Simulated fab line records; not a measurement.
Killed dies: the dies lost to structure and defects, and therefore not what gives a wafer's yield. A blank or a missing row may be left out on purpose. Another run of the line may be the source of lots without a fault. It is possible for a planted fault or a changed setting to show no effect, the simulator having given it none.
Which of the tools did it?	flow n5 finfet	10 lots, 27 wafers sampled, at 5 steps of a route of 1938

== WHAT THE GAUGES SHOWED, per wafer ==
N5_BEOL_M4_RC_MEAS_101. Usual: DIBL_N 36.0 mV/V, standard deviation 1.8; DIBL_P 36.3 mV/V, standard deviation 2.4; IOFF_N 0.16 nA/um, standard deviation 0.035; IOFF_P 0.21 nA/um, standard deviation 0.036; ION_N 673 uA/um, standard deviation 13; ION_P 461 uA/um, standard deviation 7.2; SS_N 71.4 mV/dec, standard deviation 0.6; SS_P 73.2 mV/dec, standard deviation 0.7; VT_N 250 mV, standard deviation 4; VT_P -250.9 mV, standard deviation 2.9.
lot	measured	on	DIBL_N (mV/V)	DIBL_P (mV/V)	IOFF_N (nA/um)	IOFF_P (nA/um)	ION_N (uA/um)	ION_P (uA/um)	SS_N (mV/dec)	SS_P (mV/dec)	VT_N (mV)	VT_P (mV)	flag
L198	day 9 03:07	prober-02	34.3 34.0 32.7	33.5 32.9 30.7	0.16 0.14 0.12	0.21 0.19 0.16	678 670 653	463 459 461	70.8 71.3 71.3	73.2 72.7 72.2	246 250 252	-247.1 -249.6 -251.3	
L199	day 9 10:52	prober-02	33.9 37.5 35.4	34.9 37.1 36.2	0.13 0.19 0.15	0.17 0.20 0.19	674 668 678	461 455 470	70.4 72.0 71.5	73.2 73.4 73.2	254 248 249	-250.4 -251.0 -250.7	
L200	day 10 02:00	prober-02	32.7 34.2 35.7	32.6 34.1 37.3	0.10 0.12 0.15	0.14 0.16 0.20	643 663 692	446 453 471	70.0 71.5 71.5	71.9 72.7 73.3	259 255 248	-257.7 -254.1 -249.6	
L209	day 11 10:08	prober-02	35.4 36.7	34.5 35.9	0.16 0.19	0.22 0.23	674 676	466 461	71.8 71.8	73.3 73.2	249 248	-246.7 -249.6	
L208	day 11 10:07	prober-01	35.5 33.3	34.8 33.1	0.15 0.12	0.20 0.18	685 669	470 456	71.1 70.8	72.8 72.4	250 252	-249.7 -249.3	
L211	day 12 11:57	prober-01	35.5 32.1	34.3 31.1	0.13 0.09	0.18 0.13	662 640	454 441	70.9 70.4	72.9 72.0	255 259	-251.6 -256.4	
L214	day 12 17:22	prober-01	39.2 34.6 35.4	40.2 35.4 35.4	0.21 0.13 0.13	0.26 0.18 0.19	685 673 662	468 462 455	71.6 71.3 71.5	74.1 73.0 73.3	246 254 254	-249.3 -252.8 -252.0	
L213	day 12 22:46	prober-01	37.1 35.1 37.7	38.5 35.2 38.7	0.16 0.12 0.17	0.23 0.20 0.24	678 664 680	465 463 470	71.7 71.3 71.9	73.3 72.1 73.4	251 257 250	-248.7 -251.2 -249.4	
L215	day 12 22:59	prober-02	36.0 33.0 37.4	35.9 32.7 36.6	0.15 0.11 0.16	0.20 0.16 0.21	675 668 667	461 459 457	71.1 70.9 71.4	74.0 73.1 73.7	252 253 253	-250.9 -252.0 -251.4	
L218	day 14 06:26	prober-01	37.2 37.9 39.3	37.1 36.6 38.0	0.16 0.16 0.20	0.21 0.21 0.25	673 681 687	457 461 464	71.4 72.1 72.2	73.4 74.0 73.7	250 250 247	-252.4 -252.9 -246.7	

== WHAT TOOL EACH LOT RAN ON (gives the tool, then ch and the chambers of the sampled wafers, and finally the start) ==
lot	N5_BEOL_M3_ETCHBACK_99	N5_BEOL_M3_VIA_ETCH_34	N5_BEOL_M3_PRE_CLEAN_45	N5_BEOL_M3_ALD_84
L198	rie diel-03 ch 0,2,3, day 8 13:29	rie diel-03 ch 0,2,3, day 8 13:37	pvd sputter-01, day 8 14:07	ald metal-01 ch 0,2, day 8 14:10
L199	rie diel-02 ch 1,2,3, day 8 18:34	rie diel-02 ch 1,2,3, day 8 18:42	pvd sputter-01, day 8 19:41	ald metal-04 ch 2,3, day 8 19:52
L200	rie diel-04 ch 0,1,3, day 9 02:58	rie diel-04 ch 0,1,3, day 9 03:07	pvd sputter-01, day 9 03:41	ald metal-01 ch 0,3, day 9 03:46
L209	rie diel-04 ch 2, day 10 17:16	rie diel-04 ch 2, day 10 17:24	pvd sputter-01, day 10 18:19	ald metal-01 ch 0,3, day 10 18:24
L208	rie diel-02 ch 1,3, day 10 21:40	rie diel-02 ch 1,3, day 10 21:48	pvd sputter-02, day 10 22:40	ald metal-01 ch 2,3, day 10 22:44
L211	rie diel-04 ch 1,2, day 11 20:32	rie diel-04 ch 1,2, day 11 20:41	pvd sputter-02, day 11 21:14	ald metal-01 ch 2,3, day 11 21:18
L214	rie diel-02 ch 0,2,3, day 11 23:33	rie diel-02 ch 0,2,3, day 11 23:41	pvd sputter-03, day 12 00:24	ald metal-03 ch 0,2,3, day 12 00:28
L213	rie diel-02 ch 1,2, day 12 03:50	rie diel-02 ch 1,2, day 12 03:58	pvd sputter-01, day 12 04:29	ald metal-04 ch 0,2, day 12 04:33
L215	rie diel-04 ch 0,3, day 12 06:35	rie diel-04 ch 0,3, day 12 06:43	pvd sputter-01, day 12 08:16	ald metal-03 ch 0,1, day 12 08:19
L218	rie diel-02 ch 0,1,3, day 13 15:19	rie diel-02 ch 0,1,3, day 13 15:27	pvd sputter-03, day 13 16:22	ald metal-03 ch 0,2, day 13 16:25
- N5_BEOL_M3_ETCHBACK_99: etches SiO2 in CHF3, target depth 5 nm, time 10.4 s.
- N5_BEOL_M3_VIA_ETCH_34: etches the open film in C4F6/O2, target depth 69.4 nm, time 65.9 s.
- N5_BEOL_M3_PRE_CLEAN_45: time 30 s.
- N5_BEOL_M3_ALD_84: deposits TaN, pulse time 2 s, purge time 3 s, co reactant purge time 2 s.

== WHAT THE TOOLS THEMSELVES READ (means of the sampled wafers that have a number; where no wafer has one, the mark that the record gives instead) ==
N5_BEOL_M3_ETCHBACK_99. Usual: drypump motor current A 5.7 A, standard deviation 0.44; oes_ar_750_au 0.79 a.u., standard deviation 0.088; oes product au 0.79 a.u., standard deviation 0.093; rf vpp V 241 V, standard deviation 3.6; showerhead plenum p Torr 2.14 Torr, standard deviation 0.074; throttle valve pct 17.13 %, standard deviation 0.22.
lot	tool	drypump motor current A (A)	oes_ar_750_au (a.u.)	oes product au (a.u.)	rf vpp V (V)	showerhead plenum p Torr (Torr)	throttle valve pct (%)	flag
L198	rie diel-03	5.8	0.77	0.77	243	2.13	17.02	
L199	rie diel-02	5.7	0.73	0.73	240	2.11	17.32	
L200	rie diel-04	5.7	0.74	0.74	240	2.19	17.27	
L209	rie diel-04	5.8	0.72	0.72	236	2.15	17.16	
L208	rie diel-02	5.6	0.84	0.85	238	2.08	17.11	
L211	rie diel-04	5.5	0.84	0.85	241	2.19	17.01	
L214	rie diel-02	5.5	0.80	0.79	241	2.12	17.20	
L213	rie diel-02	6.2	0.87	0.88	240	2.14	17.05	
L215	rie diel-04	6.0	0.78	0.78	237	2.20	17.22	
L218	rie diel-02	5.6	0.84	0.84	240	2.11	17.03	

N5_BEOL_M3_VIA_ETCH_34. Usual: drypump motor current A 5.7 A, standard deviation 0.44; oes_ar_750_au 0.79 a.u., standard deviation 0.088; oes product au 0.79 a.u., standard deviation 0.093; rf vpp V 665 V, standard deviation 9.7; showerhead plenum p Torr 2.83 Torr, standard deviation 0.095; throttle valve pct 30.88 %, standard deviation 0.2.
lot	tool	drypump motor current A (A)	oes_ar_750_au (a.u.)	oes product au (a.u.)	rf vpp V (V)	showerhead plenum p Torr (Torr)	throttle valve pct (%)	flag
L198	rie diel-03	5.8	0.77	0.78	670	2.81	30.68	
L199	rie diel-02	5.7	0.74	0.72	664	2.79	31.03	
L200	rie diel-04	5.7	0.74	0.73	663	2.89	31.09	
L209	rie diel-04	5.8	0.73	0.72	652	2.84	30.80	
L208	rie diel-02	5.7	0.84	0.84	660	2.75	30.94	
L211	rie diel-04	5.5	0.84	0.85	664	2.88	30.82	
L214	rie diel-02	5.5	0.80	0.79	668	2.81	30.92	
L213	rie diel-02	6.2	0.88	0.88	662	2.83	30.95	
L215	rie diel-04	6.0	0.78	0.77	655	2.90	31.09	
L218	rie diel-02	5.6	0.84	0.83	663	2.79	30.83	

N5_BEOL_M3_PRE_CLEAN_45. Usual: 343 W for heater power w, sd 29.
lot	tool	heater power w (W)	flag
L198	pvd sputter-01	318	
L199	pvd sputter-01	344	
L200	pvd sputter-01	326	
L209	pvd sputter-01	340	
L208	pvd sputter-02	360	
L211	pvd sputter-02	350	
L214	pvd sputter-03	339	
L213	pvd sputter-01	317	
L215	pvd sputter-01	324	
L218	pvd sputter-03	329	

N5_BEOL_M3_ALD_84. Usual: heater power w 411 W, standard deviation 40; mfc carrier sccm 1500 sccm, standard deviation 4.5; precursor vessel pressure torr 26.25 Torr, standard deviation 0.054.
lot	tool	heater power w (W)	mfc carrier sccm (sccm)	precursor vessel pressure torr (Torr)	flag
L198	ald metal-01	379	1494	26.19	
L199	ald metal-04	418	1502	26.26	
L200	ald metal-01	408	1494	26.20	
L209	ald metal-01	410	1504	26.27	
L208	ald metal-01	388	1500	26.29	
L211	ald metal-01	394	1501	26.30	
L214	ald metal-03	411	1502	26.25	
L213	ald metal-04	424	1497	26.27	
L215	ald metal-03	439	1506	26.26	
L218	ald metal-03	386	1505	26.25	

== THE ANSWER, worked out from the rows above alone ==
Rule: lot off if the mean of its wafers having a number is beyond 3 standard deviations from the usual mean. Also off: a lot with no number at a reading for which 4 or more lots have one. All remaining lots with rows at the step are treated as sound. First the gauges in route order, then the tools' own readings, where a lot's mean is used as printed above. At the first step where some lot is off, the reading lying furthest off is the one used; lots without a number count as furthest.
Across all readings shown, no lot is off: no conclusion can be drawn from this.

== WHAT THE SIMULATOR HAD PUT IN ==
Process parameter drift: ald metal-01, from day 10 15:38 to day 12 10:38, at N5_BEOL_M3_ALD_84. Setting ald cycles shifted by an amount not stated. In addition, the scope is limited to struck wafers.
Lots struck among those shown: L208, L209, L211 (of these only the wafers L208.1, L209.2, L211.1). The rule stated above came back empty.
